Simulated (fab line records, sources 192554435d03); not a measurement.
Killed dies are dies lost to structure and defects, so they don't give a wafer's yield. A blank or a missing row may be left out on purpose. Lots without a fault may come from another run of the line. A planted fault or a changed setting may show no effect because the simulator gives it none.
Split-lot experiment | flow n5_finfet | 7 lots, 21 wafers read, on a route of 1938 steps

THE SPLIT
At N5_ZERO_LAYER_PECVD_02 (deposits SiO2 from SiH4/N2O, target thk 10 nm, time 6 s), the setting time_s was moved away from the recipe's 6 s on 6 of the 21 wafers read, by -11.9% to +5.1%. The other wafers ran this setting at the recipe's value.

The reading is taken at the split's own step.

THE READING
SiO2_of_ZERO_LAYER_PECVD_02.thk_nm (the simulator's own value, which no gauge read), in nm, at N5_ZERO_LAYER_PECVD_02 (deposits SiO2 from SiH4/N2O, target thk 10 nm, time 6 s). The file gives no usual value for it. The 15 wafers here that ran the recipe average 10.016 nm, standard deviation 0.19 nm.

wafer  | tool, chamber at the split | time_s as run, s | against the recipe | SiO2_of_ZERO_LAYER_PECVD_02.thk_nm, nm | against lot-mates on the recipe
L074.1 | pecvd-01, 0                | 6                | recipe             | 10.15                                  | -
L074.5 | pecvd-01, 1                | 6                | recipe             | 10.24                                  | -
L074.6 | pecvd-01, 2                | 6                | recipe             | 10.22                                  | -
L076.1 | pecvd-01, 1                | 5.584            | -6.9%              | 9.401                                  | -0.709
L076.5 | pecvd-01, 1                | 5.584            | -6.9%              | 9.52                                   | -0.590
L076.6 | pecvd-01, 0                | 6                | recipe             | 10.11                                  | -
L084.1 | pecvd-04, 0                | 6                | recipe             | 9.947                                  | -
L084.3 | pecvd-04, 1                | 6                | recipe             | 9.914                                  | -
L084.6 | pecvd-04, 1                | 6                | recipe             | 9.868                                  | -
L085.1 | pecvd-03, 2                | 6                | recipe             | 10.11                                  | -
L085.5 | pecvd-03, 1                | 6.308            | +5.1%              | 10.71                                  | +0.600
L085.6 | pecvd-03, 2                | 6.308            | +5.1%              | 10.76                                  | +0.650
L087.1 | pecvd-01, 2                | 6                | recipe             | 9.837                                  | -
L087.2 | pecvd-01, 0                | 6                | recipe             | 9.663                                  | -
L087.3 | pecvd-01, 0                | 6                | recipe             | 10.03                                  | -
L089.4 | pecvd-01, 0                | 6                | recipe             | 10.27                                  | -
L089.5 | pecvd-01, 1                | 6                | recipe             | 10.24                                  | -
L089.6 | pecvd-01, 2                | 5.289            | -11.9%             | 9.109                                  | -1.146
L094.2 | pecvd-04, 1                | 6                | recipe             | 9.774                                  | -
L094.5 | pecvd-04, 2                | 5.682            | -5.3%              | 9.324                                  | -0.494
L094.6 | pecvd-04, 0                | 6                | recipe             | 9.862                                  | -

THE FIT
A straight line over all 21 wafers: SiO2_of_ZERO_LAYER_PECVD_02.thk_nm changes by +0.0951 nm for each +1% of time_s; r = +0.89; the points scatter about the line by 0.19 nm.
The same after taking each lot's own level away (the mean of its wafers on the recipe; 21 wafers): +0.101 nm for each +1%; r = +0.98; scatter 0.077 nm.
On that fit, the largest move of time_s shifts the reading by 1.2 nm.
The lots' own levels span 9.8180 to 10.2550 nm, that is 2.4 times the standard deviation above.
So the lot-to-lot level changes the slope little: the two slopes agree.
Check: with one of the wafers moved furthest among these (-11.9%) left out of the fit, the line predicts -1.2 nm for it against its lot-mates. It came out at -1.15 nm against them.

THE FILE'S OWN FIT
SiO2_of_ZERO_LAYER_PECVD_02.thk_nm changes by +0.0983 nm for each +1% of time_s, r = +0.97.
